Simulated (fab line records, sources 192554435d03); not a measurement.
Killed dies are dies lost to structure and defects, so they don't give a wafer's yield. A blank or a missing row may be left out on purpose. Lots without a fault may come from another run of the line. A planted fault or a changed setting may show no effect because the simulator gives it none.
Which tool did it? | flow n5_finfet | 11 lots, 33 wafers sampled, at 4 steps of a route of 1938

WHAT THE GAUGES READ, wafer by wafer
The record holds no reading of a measuring or inspecting step that can be judged against a usual standard deviation.

WHICH TOOL RAN EACH LOT (tool, then ch and the chambers of the sampled wafers, then the start)
lot  | N5_BEOL_M10_VIA_ETCH_34            | N5_MIM_BOT_ETCH_STRIP_01           | N5_PASSIVATION_DESCUM_32           | N5_PASSIVATION_PROBE_49
L232 | rie_diel-01 ch 2,3, day 11 12:03   | rie_diel-02 ch 2,3, day 13 09:13   | rie_diel-01 ch 2,3, day 13 13:50   | -
L233 | rie_diel-02 ch 0,1, day 11 17:34   | rie_diel-01 ch 1,2,3, day 13 08:48 | rie_diel-05 ch 0,1,3, day 13 13:22 | -
L235 | rie_diel-02 ch 0,2,3, day 12 03:38 | rie_diel-01 ch 0,2,3, day 14 01:49 | rie_diel-05 ch 0,1,2, day 14 05:35 | -
L236 | rie_diel-01 ch 1,2,3, day 12 07:47 | rie_diel-01 ch 1,2,3, day 14 02:16 | rie_diel-01 ch 1,2,3, day 14 06:22 | -
L238 | rie_diel-02 ch 1,2,3, day 12 23:38 | rie_diel-01 ch 0,3, day 14 18:19   | rie_diel-02 ch 1,2,3, day 14 22:07 | -
L239 | rie_diel-02 ch 1,2,3, day 13 10:51 | rie_diel-02 ch 1,3, day 15 03:37   | rie_diel-05 ch 0,1,2, day 15 06:58 | -
L240 | rie_diel-02 ch 0,1,3, day 13 12:59 | rie_diel-02 ch 1,2, day 15 07:23   | rie_diel-01 ch 0,2, day 15 10:22   | prober-02, day 15 15:28
L242 | rie_diel-05 ch 0,1,2, day 13 21:16 | rie_diel-01 ch 0,2,3, day 15 12:00 | rie_diel-02 ch 0,1,2, day 15 14:49 | prober-01, day 15 19:49
L241 | rie_diel-02 ch 0,1,2, day 13 21:35 | rie_diel-05 ch 1,2,3, day 15 16:11 | rie_diel-05 ch 0,2,3, day 15 18:43 | prober-01, day 16 00:00
L243 | rie_diel-02 ch 1,2,3, day 14 03:49 | rie_diel-01 ch 0,2,3, day 15 17:22 | rie_diel-05 ch 0,1, day 15 21:37   | prober-02, day 16 02:24
L244 | rie_diel-02 ch 0,1,2, day 14 16:23 | rie_diel-02 ch 1,2, day 16 04:31   | rie_diel-05 ch 2,3, day 16 07:13   | prober-01, day 16 12:13
- N5_BEOL_M10_VIA_ETCH_34: etches SiCOH lowk in C4F6/O2, target depth 184.5 nm, time 69.2 s.
- N5_MIM_BOT_ETCH_STRIP_01: strips in O2.
- N5_PASSIVATION_DESCUM_32: chemistry O2, time 7.9 s.
- N5_PASSIVATION_PROBE_49

WHAT THE TOOLS THEMSELVES READ (means of the sampled wafers that have a number; where no wafer has one, the mark that the record gives instead)
N5_BEOL_M10_VIA_ETCH_34. Usual: drypump_motor_current_A 5.65 A, standard deviation 0.28; oes_f_703_au 0.79 a.u., standard deviation 0.086; oes_o_777_au 0.79 a.u., standard deviation 0.078; oes_product_au 0.78 a.u., standard deviation 0.083; rf_vpp_V 657 V, standard deviation 12; showerhead_plenum_p_Torr 2.86 Torr, standard deviation 0.12; throttle_valve_pct 20.99 %, standard deviation 0.21.
lot  | tool        | drypump_motor_current_A (A) | oes_f_703_au (a.u.) | oes_o_777_au (a.u.) | oes_product_au (a.u.) | rf_vpp_V (V) | showerhead_plenum_p_Torr (Torr) | throttle_valve_pct (%) | flag
L232 | rie_diel-01 | 5.74                        | 0.95                | 0.95                | 0.92                  | 652          | 2.98                            | 20.77                  |
L233 | rie_diel-02 | 5.76                        | 0.78                | 0.77                | 0.75                  | 653          | 2.79                            | 20.87                  |
L235 | rie_diel-02 | 5.52                        | 0.73                | 0.74                | 0.72                  | 666          | 2.77                            | 21.11                  |
L236 | rie_diel-01 | 5.65                        | 0.85                | 0.83                | 0.81                  | 648          | 2.94                            | 20.84                  |
L238 | rie_diel-02 | 5.47                        | 0.77                | 0.77                | 0.78                  | 663          | 2.87                            | 21.10                  |
L239 | rie_diel-02 | 5.49                        | 0.77                | 0.77                | 0.77                  | 664          | 2.87                            | 21.10                  |
L240 | rie_diel-02 | 5.64                        | 0.76                | 0.76                | 0.75                  | 661          | 2.84                            | 21.04                  |
L242 | rie_diel-05 | 5.90                        | 0.80                | 0.82                | 0.78                  | 668          | 2.84                            | 20.88                  |
L241 | rie_diel-02 | 5.62                        | 0.77                | 0.76                | 0.76                  | 656          | 2.82                            | 20.97                  |
L243 | rie_diel-02 | 5.47                        | 0.76                | 0.76                | 0.77                  | 663          | 2.87                            | 21.11                  |
L244 | rie_diel-02 | 5.62                        | 0.76                | 0.75                | 0.76                  | 654          | 2.82                            | 20.98                  |

N5_MIM_BOT_ETCH_STRIP_01. Usual: drypump_motor_current_A 5.7 A, standard deviation 0.31; oes_product_au 0.79 a.u., standard deviation 0.079; rf_vpp_V 3.6 V, standard deviation 1.3; showerhead_plenum_p_Torr 2.11 Torr, standard deviation 0.075; throttle_valve_pct 16.72 %, standard deviation 0.23.
lot  | tool        | drypump_motor_current_A (A) | oes_product_au (a.u.) | rf_vpp_V (V) | showerhead_plenum_p_Torr (Torr) | throttle_valve_pct (%) | flag
L232 | rie_diel-02 | 5.4                         | 0.75                  | 3.7          | 2.05                            | 16.89                  |
L233 | rie_diel-01 | 5.6                         | 0.79                  | 3.6          | 2.15                            | 16.55                  |
L235 | rie_diel-01 | 5.7                         | 0.84                  | 3.9          | 2.13                            | 16.66                  |
L236 | rie_diel-01 | 5.7                         | 0.79                  | 3.4          | 2.15                            | 16.58                  |
L238 | rie_diel-01 | 5.8                         | 0.81                  | 3.5          | 2.07                            | 16.82                  |
L239 | rie_diel-02 | 5.6                         | 0.79                  | 3.4          | 2.14                            | 16.64                  |
L240 | rie_diel-02 | 5.6                         | 0.81                  | 3.7          | 2.13                            | 16.56                  |
L242 | rie_diel-01 | 5.8                         | 0.81                  | 4.4          | 2.13                            | 16.67                  |
L241 | rie_diel-05 | 5.7                         | 0.73                  | 3.6          | 2.13                            | 16.85                  |
L243 | rie_diel-01 | 5.8                         | 0.81                  | 5.1          | 2.12                            | 16.65                  |
L244 | rie_diel-02 | 5.6                         | 0.79                  | 3.0          | 2.13                            | 16.61                  |

N5_PASSIVATION_DESCUM_32. Usual: drypump_motor_current_A 5.8 A, standard deviation 0.33; oes_product_au 0.79 a.u., standard deviation 0.09; rf_vpp_V 243.4 V, standard deviation 1.5; showerhead_plenum_p_Torr 2.12 Torr, standard deviation 0.073; throttle_valve_pct 20.48 %, standard deviation 0.23.
lot  | tool        | drypump_motor_current_A (A) | oes_product_au (a.u.) | rf_vpp_V (V) | showerhead_plenum_p_Torr (Torr) | throttle_valve_pct (%) | flag
L232 | rie_diel-01 | 5.8                         | 0.86                  | 244.2        | 2.18                            | 20.31                  |
L233 | rie_diel-05 | 6.0                         | 0.81                  | 244.4        | 2.17                            | 20.39                  |
L235 | rie_diel-05 | 5.9                         | 0.77                  | 243.9        | 2.10                            | 20.54                  |
L236 | rie_diel-01 | 5.6                         | 0.78                  | 244.5        | 2.15                            | 20.37                  |
L238 | rie_diel-02 | 5.5                         | 0.76                  | 242.6        | 2.09                            | 20.51                  |
L239 | rie_diel-05 | 5.9                         | 0.76                  | 243.5        | 2.10                            | 20.56                  |
L240 | rie_diel-01 | 6.1                         | 0.85                  | 242.8        | 2.10                            | 20.62                  |
L242 | rie_diel-02 | 5.6                         | 0.87                  | 244.1        | 2.15                            | 20.44                  |
L241 | rie_diel-05 | 5.9                         | 0.80                  | 243.3        | 2.11                            | 20.47                  |
L243 | rie_diel-05 | 6.0                         | 0.74                  | 244.1        | 2.15                            | 20.51                  |
L244 | rie_diel-05 | 5.7                         | 0.74                  | 242.5        | 2.08                            | 20.69                  |

N5_PASSIVATION_PROBE_49. Usual: defect_limited_yield 91.0 %, standard deviation 1.4; killed_at_M0_to_M3 36, standard deviation 11; killed_at_M4_up 13, standard deviation 5.4; killed_at_contacts 12, standard deviation 6.4; killed_at_front_end 41, standard deviation 13; killed_at_other 2.9, standard deviation 2.3; killed_dies 106, standard deviation 17; killed_open 70, standard deviation 12; killed_short 34, standard deviation 8.4; sort_bin_4_leakage 0.01 %, standard deviation 0.057; sort_bin_5_function 5.2 %, standard deviation 1; sort_bin_6_memory 3.4 %, standard deviation 0.63; sort_bin_8_speed 0.1 %, standard deviation 0.49; sort_n_pass 1074, standard deviation 18; sort_yield_pct 91.0 %, standard deviation 1.6.
lot  | tool      | defect_limited_yield (%) | killed_at_M0_to_M3 | killed_at_M4_up | killed_at_contacts | killed_at_front_end | killed_at_other | killed_dies | killed_open | killed_short | sort_bin_4_leakage (%) | sort_bin_5_function (%) | sort_bin_6_memory (%) | sort_bin_8_speed (%) | sort_n_pass | sort_yield_pct (%) | flag
L240 | prober-02 | 91.9                     | 28                 | 14              | 14                 | 37                  | 2.5             | 95          | 65          | 30           | 0.00                   | 4.4                     | 3.5                   | 0.0                  | 1085        | 91.9               |
L242 | prober-01 | 92.0                     | 28                 | 13              | 9                  | 43                  | 0.7             | 94          | 62          | 28           | 0.03                   | 4.4                     | 3.0                   | 0.0                  | 1086        | 92.0               |
L241 | prober-01 | 84.3                     | 36                 | 91              | 7                  | 51                  | 0.3             | 186         | 57          | 37           | 0.00                   | 10.0                    | 4.1                   | 0.0                  | 994         | 84.3               | OFF
L243 | prober-02 | 86.1                     | 29                 | 80              | 14                 | 35                  | 6.0             | 164         | 54          | 34           | 0.00                   | 9.2                     | 3.5                   | 0.0                  | 1016        | 86.1               | OFF
L244 | prober-01 | 83.5                     | 44                 | 96              | 9                  | 42                  | 3.3             | 194         | 79          | 34           | 0.00                   | 10.7                    | 4.4                   | 0.0                  | 985         | 83.5               | OFF

THE ANSWER, worked out from the rows above alone
Rule: a lot is off if the mean of its wafers that have a number lies more than 3 standard deviations from the usual mean. A lot without any number at a reading at which 4 lots or more have one is off too. The other lots that the step has rows for count as sound. The gauges are gone through in route order, then the tools' own readings, and for those a lot's mean is taken as printed above. The first step at which some lot is off is used, and at that step the reading that is off furthest; a lot without a number counts as furthest.
Off: L241, L243, L244, at N5_PASSIVATION_PROBE_49 (killed_at_M4_up). Neither off nor sound, because the step has no rows for them: L232, L233, L235, L236, L238, L239.
A tool fits if, at that step or a process step before it, it ran every lot that is off, and no sound lot after the first of them. Can't be told from this: 2 tools fit, rie_diel-02 at N5_BEOL_M10_VIA_ETCH_34, rie_diel-05 at N5_PASSIVATION_DESCUM_32.

WHAT THE SIMULATOR HAD PUT IN
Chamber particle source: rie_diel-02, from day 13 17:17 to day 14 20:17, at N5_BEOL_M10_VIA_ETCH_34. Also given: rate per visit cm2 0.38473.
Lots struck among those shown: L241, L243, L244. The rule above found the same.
